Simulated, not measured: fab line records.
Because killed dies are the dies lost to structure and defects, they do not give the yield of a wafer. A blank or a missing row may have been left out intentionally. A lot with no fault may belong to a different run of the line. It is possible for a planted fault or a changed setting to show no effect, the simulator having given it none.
fab line records + flow n5_finfet
[record]
- lots = 7
- wafers = 39
route steps=1938 shown BEOL_M2@841
start_h: the number of hours between the record's first day and the start of the first shown wafer of the lot + wait_h: time in hours since the lot's previous step + " repeats the value in the row above + L1.1+2: a single row standing in for several wafers + - value missing, or start not given + * or withheld: withheld + < > ~ a bound
route shown NAME@n: NAME is a module with steps in the file, n the number in the route of the first one + usual: average and standard deviation across the fault-free wafers + same: alike in all rows + chamber/n: place in a boat + sites: the reading at each site + _std_site: their standard deviation + _edge_site: mean of outer sites minus mean of inner sites + radius_mm: for every site, how far away it sits from the centre of the wafer + mask NAME#n: copy n + behind: the most recent tool/chamber to have shaped the wafer + hold: why the lot was held/for how many hours/how that ended + device: transistor that didn't switch, given as n, p or np + end of line: the route-end tests of the same wafers + where a step has no rows: the recipe by itself + killed: the dies lost at the first sort to structure and to defects; this is not the yield of the wafer + map: per-die view of a wafer (x killed, . not killed, _ where there is no die)
set.NAME: the setting as run; set.NAME@STEP: as run at that earlier step + model.NAME: the simulator's own value behind a step, which no gauge read
lots with deliberately changed settings; one table per step, one row per wafer
[[steps]]
[step N5_BEOL_M2_ILD_DEP_00]
[recipe]
- material = SiOC
- target_thk_a = 790
- temp_c = 350
- precursor = DEMS/O2
- pressure_torr = 5
- rf_w = 500
- time_s = 15.3
| lot.wafer  | tool     | chamber | start_h | wait_h | set.target_thk_a | model.SiOC_of_BEOL_M2_ILD_DEP_00.thk_nm |
|------------|----------|---------|---------|--------|------------------|-----------------------------------------|
| L075.1+2   | pecvd-03 | 1,0     | 145.01  | 0.0    | 790              | 79.6                                    |
| L075.3     | "        | 2       | "       | "      | 446.4            | 45.2                                    |
| L075.4     | "        | 0       | "       | "      | 446.4            | 45.4                                    |
| L075.5     | "        | 2       | "       | "      | 446.4            | 46.8                                    |
| L075.6     | "        | 1       | "       | "      | 790              | 80.2                                    |
| L084.1+2+5 | pecvd-04 | 0,2,2   | 191.29  | 0.0    | 790              | 78.6                                    |
| L084.3+4   | "        | 0,2     | "       | "      | 790              | 80                                      |
| L084.6     | "        | 0       | "       | "      | 790              | 79.2                                    |
| L085.1     | pecvd-03 | 0       | 196.36  | 0.0    | 355.9            | 32.8                                    |
| L085.2     | "        | 1       | "       | "      | 355.9            | 35.8                                    |
| L085.3     | "        | 2       | "       | "      | 790              | 79.2                                    |
| L085.4     | "        | 2       | "       | "      | 355.9            | 36                                      |
| L085.5     | "        | 1       | "       | "      | 790              | 78.6                                    |
| L085.6     | "        | 0       | "       | "      | 790              | 78.2                                    |
| L087.1     | pecvd-03 | 0       | 218.54  | 0.0    | 790              | 77.2                                    |
| L087.2+3   | "        | 1,0     | "       | "      | 1069             | 105.8                                   |
| L087.4     | "        | 1       | "       | "      | 1069             | 107                                     |
| L087.5+6   | "        | 1,0     | "       | "      | 790              | 79.2                                    |
| L094.1     | pecvd-04 | 1       | 271.75  | 0.0    | 790              | 80.2                                    |
| L094.2     | "        | 2       | "       | "      | 1038             | 104.4                                   |
| L094.3     | "        | 0       | "       | "      | 790              | 79.6                                    |
| L094.4     | "        | 1       | "       | "      | 1038             | 105.8                                   |
| L094.5     | "        | 0       | "       | "      | 1038             | 105.2                                   |
| L094.6     | "        | 2       | "       | "      | 790              | 81.2                                    |
| L091.1     | pecvd-02 | 0       | 279.23  | 0.0    | 790              | 78.2                                    |
| L091.4     | "        | 1       | "       | "      | 790              | 78.4                                    |
| L091.5     | "        | 0       | "       | "      | 790              | 79.4                                    |
| L095.1+2+4 | pecvd-04 | 2,1,0   | 282.63  | 0.0    | 790              | 78.8                                    |
| L095.3     | "        | 0       | "       | "      | 790              | 78.2                                    |
| L095.5     | "        | 2       | "       | "      | 790              | 79.2                                    |
| L095.6     | "        | 1       | "       | "      | 790              | 79                                      |
[step N5_BEOL_M2_THK_MEAS_01]
[recipe]
- reads = SiOC_of_BEOL_M2_ILD_DEP_00
[usual]
- M2_ILD_THK = 79.0/1
| lot.wafer | tool          | chamber | start_h | wait_h | set.target_thk_a@BEOL_M2_ILD_DEP_00 | M2_ILD_THK[nm] |
|-----------|---------------|---------|---------|--------|-------------------------------------|----------------|
| L075.1    | film_metro-01 | -       | 145.08  | 0.0    | 790                                 | 79.5           |
| L075.2    | "             | -       | "       | "      | 790                                 | 79.5           |
| L075.3    | "             | -       | "       | "      | 446.4                               | 45.2           |
| L075.4    | "             | -       | "       | "      | 446.4                               | 45.5           |
| L075.5    | "             | -       | "       | "      | 446.4                               | 46.8           |
| L075.6    | "             | -       | "       | "      | 790                                 | 80.2           |
| L084.1    | film_metro-02 | -       | 191.37  | 0.1    | 790                                 | 78.7           |
| L084.2    | "             | -       | "       | "      | 790                                 | 78.6           |
| L084.3    | "             | -       | "       | "      | 790                                 | 80.0           |
| L084.4    | "             | -       | "       | "      | 790                                 | 80.0           |
| L084.5    | "             | -       | "       | "      | 790                                 | 78.7           |
| L084.6    | "             | -       | "       | "      | 790                                 | 79.2           |
| L085.1    | film_metro-02 | -       | 196.43  | 0.0    | 355.9                               | 32.7           |
| L085.2    | "             | -       | "       | "      | 355.9                               | 35.8           |
| L085.3    | "             | -       | "       | "      | 790                                 | 79.2           |
| L085.4    | "             | -       | "       | "      | 355.9                               | 36.1           |
| L085.5    | "             | -       | "       | "      | 790                                 | 78.7           |
| L085.6    | "             | -       | "       | "      | 790                                 | 78.2           |
| L087.1    | film_metro-01 | -       | 218.63  | 0.1    | 790                                 | 77.1           |
| L087.2    | "             | -       | "       | "      | 1069                                | 105.8          |
| L087.3    | "             | -       | "       | "      | 1069                                | 105.9          |
| L087.4    | "             | -       | "       | "      | 1069                                | 106.9          |
| L087.5    | "             | -       | "       | "      | 790                                 | 79.2           |
| L087.6    | "             | -       | "       | "      | 790                                 | 79.1           |
| L094.1    | film_metro-02 | -       | 271.81  | 0.0    | 790                                 | 80.1           |
| L094.2    | "             | -       | "       | "      | 1038                                | 104.5          |
| L094.3    | "             | -       | "       | "      | 790                                 | 79.6           |
| L094.4    | "             | -       | "       | "      | 1038                                | 105.8          |
| L094.5    | "             | -       | "       | "      | 1038                                | 105.3          |
| L094.6    | "             | -       | "       | "      | 790                                 | 81.1           |
| L091.1    | film_metro-02 | -       | 279.32  | 0.1    | 790                                 | 78.2           |
| L091.4    | "             | -       | "       | "      | 790                                 | 78.4           |
| L091.5    | "             | -       | "       | "      | 790                                 | 79.4           |
| L095.1    | film_metro-02 | -       | 282.70  | 0.0    | 790                                 | 78.8           |
| L095.2    | "             | -       | "       | "      | 790                                 | 78.9           |
| L095.3    | "             | -       | "       | "      | 790                                 | 78.1           |
| L095.4    | "             | -       | "       | "      | 790                                 | 78.8           |
| L095.5    | "             | -       | "       | "      | 790                                 | 79.3           |
| L095.6    | "             | -       | "       | "      | 790                                 | 79.1           |
[step N5_BEOL_M2_TRENCH_ETCH_37]
[recipe]
- chemistry = C4F6/O2
- target_depth_a = 555.55
- target = SiOC
- time_s = 29.2
- ion_energy_ev = 250
- pressure_mtorr = 30
- source_w = 355
- bias_w = 185
- Ar_flow_sccm = 300
- C4F6_flow_sccm = 10
- O2_flow_sccm = 10
| lot.wafer | tool        | chamber | start_h | wait_h | set.time_s | model.BEOL_M2.feature_depth_nm | model.etch.depth_nm | model.TiN_of_BEOL_M2_HM_DEP_02.thk_nm |
|-----------|-------------|---------|---------|--------|------------|--------------------------------|---------------------|---------------------------------------|
| L075.1    | rie_diel-01 | 0       | -       | -      | 29.2       | 56.2                           | 56.22               | 18                                    |
| L075.2    | "           | 3       | "       | "      | 29.2       | 55.6                           | 55.64               | 18.2                                  |
| L075.3    | "           | 1       | "       | "      | 29.2       | 55.8                           | 55.86               | 18                                    |
| L075.4    | "           | 2       | "       | "      | 11.97      | 22.6                           | 22.59               | 19.2                                  |
| L075.5    | "           | 3       | "       | "      | 11.97      | 22.6                           | 22.68               | 19.4                                  |
| L075.6    | "           | 0       | "       | "      | 11.97      | 22.8                           | 22.79               | 19.4                                  |
| L084.1    | rie_diel-01 | 3       | -       | -      | 29.2       | 55.6                           | 55.56               | 17.6                                  |
| L084.2    | "           | 0       | "       | "      | 24.8       | 47                             | 47.08               | 17.8                                  |
| L084.3    | "           | 1       | "       | "      | 29.2       | 55.4                           | 55.44               | 17.4                                  |
| L084.4    | "           | 0       | "       | "      | 29.2       | 56                             | 55.93               | 17.4                                  |
| L084.5    | "           | 1       | "       | "      | 24.8       | 47.2                           | 47.26               | 18                                    |
| L084.6    | "           | 3       | "       | "      | 24.8       | 47.2                           | 47.24               | 18                                    |
| L085.1    | rie_diel-01 | 0       | -       | -      | 29.2       | 55.4                           | 55.41               | 17.6                                  |
| L085.2    | "           | 1       | "       | "      | 45.54      | 86.8                           | 86.79               | 16.2                                  |
| L085.3    | "           | 3       | "       | "      | 29.2       | 55.2                           | 55.12               | 17.6                                  |
| L085.4    | "           | 0       | "       | "      | 45.54      | 86.8                           | 86.74               | 16.4                                  |
| L085.5    | "           | 3       | "       | "      | 45.54      | 85.4                           | 85.44               | 16.4                                  |
| L085.6    | "           | 1       | "       | "      | 29.2       | 55.4                           | 55.37               | 17.6                                  |
| L087.1    | rie_diel-04 | 2       | -       | -      | 29.2       | 53.6                           | 53.65               | 17.8                                  |
| L087.2    | "           | 3       | "       | "      | 29.2       | 55.6                           | 55.65               | 17.6                                  |
| L087.3    | "           | 1       | "       | "      | 14.54      | 27.8                           | 27.76               | 18.6                                  |
| L087.4    | "           | 0       | "       | "      | 29.2       | 55.2                           | 55.25               | 17.6                                  |
| L087.5    | "           | 2       | "       | "      | 14.54      | 26.8                           | 26.84               | 18.8                                  |
| L087.6    | "           | 1       | "       | "      | 14.54      | 27.6                           | 27.57               | 18.8                                  |
| L094.1    | rie_diel-05 | 3       | -       | -      | 44.28      | 84.2                           | 84.25               | 16.4                                  |
| L094.2    | "           | 1       | "       | "      | 44.28      | 83.2                           | 83.22               | 16.4                                  |
| L094.3    | "           | 0       | "       | "      | 44.28      | 83.8                           | 83.77               | 16.2                                  |
| L094.4+5  | "           | 2,1     | "       | "      | 29.2       | 55                             | 55.03               | 17.6                                  |
| L094.6    | "           | 2       | "       | "      | 29.2       | 54.2                           | 54.23               | 17.4                                  |
| L091.1    | rie_diel-04 | 3       | -       | -      | 29.2       | 55.6                           | 55.7                | 17.6                                  |
| L091.4    | "           | 3       | "       | "      | 29.2       | 56                             | 56.07               | 18                                    |
| L091.5    | "           | 1       | "       | "      | 29.2       | 56.2                           | 56.14               | 17.8                                  |
| L095.1    | rie_diel-04 | 2       | -       | -      | 29.2       | 54.2                           | 54.2                | 18                                    |
| L095.2    | "           | 3       | "       | "      | 29.2       | 55.6                           | 55.54               | 17.6                                  |
| L095.3    | "           | 1       | "       | "      | 29.2       | 56                             | 56.08               | 17.4                                  |
| L095.4    | "           | 0       | "       | "      | 29.2       | 55.6                           | 55.62               | 17.6                                  |
| L095.5    | "           | 1       | "       | "      | 29.2       | 56.2                           | 56.16               | 17.4                                  |
| L095.6    | "           | 2       | "       | "      | 29.2       | 54.4                           | 54.4                | 17.8                                  |
[step N5_BEOL_M2_ETCH_41]
[recipe]
- chemistry = CH3F/O2
- target = SiCN
- target_depth_a = 299
- taper_deg = 2
- time_s = 52.5
- ion_energy_ev = 120
- mask_material = TiN
- pressure_mtorr = 30
- source_w = 395
- bias_w = 75
- Ar_flow_sccm = 150
- CH3F_flow_sccm = 30
- O2_flow_sccm = 20
[step N5_BEOL_M2_STRIP_97]
[recipe]
- chemistry = N2/H2
- time_s = 10
- power_w = 450
- temp_c = 40
- pressure_mtorr = 20
- rf_frequency_hz = 6e+07
- bias_power_w = 7
- n2_flow_sccm = 200
- h2_flow_sccm = 200
[step N5_BEOL_M2_OCD_MEAS_38]
[usual]
- trench_depth_nm = 55.5/0.69
| lot.wafer | tool   | chamber | start_h | wait_h | set.time_s@BEOL_M2_TRENCH_ETCH_37 | trench_depth_nm |
|-----------|--------|---------|---------|--------|-----------------------------------|-----------------|
| L075.1    | ocd-02 | -       | 155.54  | -      | 29.2                              | 56.1            |
| L075.2    | "      | -       | "       | "      | 29.2                              | 56.3            |
| L075.3    | "      | -       | "       | "      | 29.2                              | 55.8            |
| L075.4    | "      | -       | "       | "      | 11.97                             | 22.6            |
| L075.5    | "      | -       | "       | "      | 11.97                             | 22.7            |
| L075.6    | "      | -       | "       | "      | 11.97                             | 22.8            |
| L084.1    | ocd-02 | -       | 206.56  | -      | 29.2                              | 55.8            |
| L084.2    | "      | -       | "       | "      | 24.8                              | 46.7            |
| L084.3    | "      | -       | "       | "      | 29.2                              | 55.9            |
| L084.4    | "      | -       | "       | "      | 29.2                              | 56.3            |
| L084.5    | "      | -       | "       | "      | 24.8                              | 47.1            |
| L084.6    | "      | -       | "       | "      | 24.8                              | 47.0            |
| L085.1    | ocd-02 | -       | 210.90  | -      | 29.2                              | 54.9            |
| L085.2    | "      | -       | "       | "      | 45.54                             | 86.9            |
| L085.3    | "      | -       | "       | "      | 29.2                              | 55.5            |
| L085.4    | "      | -       | "       | "      | 45.54                             | 86.8            |
| L085.5    | "      | -       | "       | "      | 45.54                             | 85.4            |
| L085.6    | "      | -       | "       | "      | 29.2                              | 55.3            |
| L087.1    | ocd-01 | -       | 225.09  | -      | 29.2                              | 53.9            |
| L087.2    | "      | -       | "       | "      | 29.2                              | 55.8            |
| L087.3    | "      | -       | "       | "      | 14.54                             | 27.7            |
| L087.4    | "      | -       | "       | "      | 29.2                              | 55.2            |
| L087.5    | "      | -       | "       | "      | 14.54                             | 27.3            |
| L087.6    | "      | -       | "       | "      | 14.54                             | 27.0            |
| L094.1    | ocd-02 | -       | 286.50  | -      | 44.28                             | 84.2            |
| L094.2    | "      | -       | "       | "      | 44.28                             | 83.2            |
| L094.3    | "      | -       | "       | "      | 44.28                             | 84.1            |
| L094.4    | "      | -       | "       | "      | 29.2                              | 54.9            |
| L094.5    | "      | -       | "       | "      | 29.2                              | 54.7            |
| L094.6    | "      | -       | "       | "      | 29.2                              | 54.0            |
| L091.1    | ocd-01 | -       | 292.77  | -      | 29.2                              | 56.0            |
| L091.4    | "      | -       | "       | "      | 29.2                              | 55.6            |
| L091.5    | "      | -       | "       | "      | 29.2                              | 56.2            |
| L095.1    | ocd-01 | -       | 299.42  | -      | 29.2                              | 54.4            |
| L095.2    | "      | -       | "       | "      | 29.2                              | 55.9            |
| L095.3    | "      | -       | "       | "      | 29.2                              | 55.9            |
| L095.4    | "      | -       | "       | "      | 29.2                              | 56.1            |
| L095.5    | "      | -       | "       | "      | 29.2                              | 56.2            |
| L095.6    | "      | -       | "       | "      | 29.2                              | 53.8            |
[step N5_BEOL_M2_HM_STRIP_39]
[recipe]
- chemistry = peroxide_tin_strip
- material = TiN
- target_depth_a = 250
- temp_c = 50
- time_s = 158
[step N5_BEOL_M2_SRD_40]
[recipe]
- time_s = 30
- temp_c = 23
- rinse_liquid = diw
- dry = ipa_marangoni
[step N5_BEOL_M2_ECD_50]
[recipe]
- material = Cu
- target_thk_a = 3000
[step N5_BEOL_M2_ANNEAL_51]
[recipe]
- temp_c = 225
- time_s = 90
- ambient = N2
[step N5_BEOL_M2_CMP_52]
[recipe]
- stop_on = SiOC
- t_overpolish_s = 6.8
- down_force_psi = 1
- platen_rpm = 50
- clearing_platen_down_force_psi = 1.5
- clearing_platen_rpm = 50
- post_cmp_clean = cu_alkaline
- target_thk_nm = 40
- clearing_platen_pad_velocity_m_s = 0.99484
- pad_velocity_m_s = 0.99484
| lot.wafer | tool   | chamber | start_h | wait_h | set.time_s@BEOL_M2_TRENCH_ETCH_37 | model.Cu_of_BEOL_M2_ECD_50.thk_nm |
|-----------|--------|---------|---------|--------|-----------------------------------|-----------------------------------|
| L075.3    | cmp-01 | 2       | 158.91  | 0.2    | 29.2                              | 40                                |
| L075.2    | "      | 3       | "       | "      | 29.2                              | 40.6                              |
| L075.1    | "      | 0       | "       | "      | 29.2                              | 42.4                              |
| L075.4    | "      | 1       | "       | "      | 11.97                             | 7.8                               |
| L075.6    | "      | 2       | "       | "      | 11.97                             | 6.4                               |
| L075.5    | "      | 3       | "       | "      | 11.97                             | 8.4                               |
| L084.3    | cmp-03 | 0       | 210.40  | 0.2    | 29.2                              | 39.8                              |
| L084.1    | "      | 1       | "       | "      | 29.2                              | 39.4                              |
| L084.4    | "      | 2       | "       | "      | 29.2                              | 41                                |
| L084.2    | "      | 3       | "       | "      | 24.8                              | 31                                |
| L084.6    | "      | 0       | "       | "      | 24.8                              | 31.6                              |
| L084.5    | "      | 1       | "       | "      | 24.8                              | 32.6                              |
| L085.4    | cmp-02 | 3       | 214.97  | 0.1    | 45.54                             | 71.6                              |
| L085.2    | "      | 0       | "       | "      | 45.54                             | 71.8                              |
| L085.3    | "      | 1       | "       | "      | 29.2                              | 39.2                              |
| L085.1    | "      | 2       | "       | "      | 29.2                              | 41                                |
| L085.6    | "      | 3       | "       | "      | 29.2                              | 39.4                              |
| L085.5    | "      | 0       | "       | "      | 45.54                             | 70.8                              |
| L087.1    | cmp-02 | 0       | 228.77  | 0.3    | 29.2                              | 37.4                              |
| L087.3    | "      | 1       | "       | "      | 14.54                             | 12.4                              |
| L087.2    | "      | 2       | "       | "      | 29.2                              | 40                                |
| L087.4    | "      | 3       | "       | "      | 29.2                              | 39.8                              |
| L087.5    | "      | 0       | "       | "      | 14.54                             | 10.6                              |
| L087.6    | "      | 1       | "       | "      | 14.54                             | 13.4                              |
| L094.1    | cmp-03 | 3       | 291.50  | 0.3    | 44.28                             | 69                                |
| L094.3    | "      | 0       | "       | "      | 44.28                             | 68.8                              |
| L094.2    | "      | 1       | "       | "      | 44.28                             | 67.8                              |
| L094.4    | "      | 2       | "       | "      | 29.2                              | 41                                |
| L094.5    | "      | 3       | "       | "      | 29.2                              | 40                                |
| L094.6    | "      | 0       | "       | "      | 29.2                              | 38.8                              |
| L091.1+5  | cmp-03 | 2       | 297.92  | 0.3    | 29.2                              | 41.4                              |
| L091.4    | "      | 3       | "       | "      | 29.2                              | 40.8                              |
| L095.2    | cmp-01 | 1       | 304.15  | 0.2    | 29.2                              | 41.6                              |
| L095.4    | "      | 2       | "       | "      | 29.2                              | 38.8                              |
| L095.1    | "      | 3       | "       | "      | 29.2                              | 39.4                              |
| L095.3    | "      | 0       | "       | "      | 29.2                              | 42.2                              |
| L095.5    | "      | 1       | "       | "      | 29.2                              | 43                                |
| L095.6    | "      | 2       | "       | "      | 29.2                              | 39                                |
[[key]]
[split]
- step = N5_BEOL_M2_ILD_DEP_00
- setting = target_thk_a
- stated = 790
- by = wafer
[response]
- step = N5_BEOL_M2_ILD_DEP_00
- reading = model.SiOC_of_BEOL_M2_ILD_DEP_00.thk_nm
- change = +0.79
- per = 1%
- r = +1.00
[response]
- step = N5_BEOL_M2_THK_MEAS_01
- reading = M2_ILD_THK
- change = +0.79
- per = 1%
- r = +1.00
[split]
- step = N5_BEOL_M2_TRENCH_ETCH_37
- setting = time_s
- stated = 29.2
- by = wafer
[response]
- step = N5_BEOL_M2_TRENCH_ETCH_37
- reading = model.BEOL_M2.feature_depth_nm
- change = +0.557
- per = 1%
- r = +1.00
[response]
- step = N5_BEOL_M2_TRENCH_ETCH_37
- reading = model.etch.depth_nm
- change = +0.557
- per = 1%
- r = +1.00
[response]
- step = N5_BEOL_M2_TRENCH_ETCH_37
- reading = model.TiN_of_BEOL_M2_HM_DEP_02.thk_nm
- change = -0.0223
- per = 1%
- r = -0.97
[response]
- step = N5_BEOL_M2_OCD_MEAS_38
- reading = trench_depth_nm
- change = +0.561
- per = 1%
- r = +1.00
[response]
- step = N5_BEOL_M2_CMP_52
- reading = model.Cu_of_BEOL_M2_ECD_50.thk_nm
- change = +0.557
- per = 1%
- r = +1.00
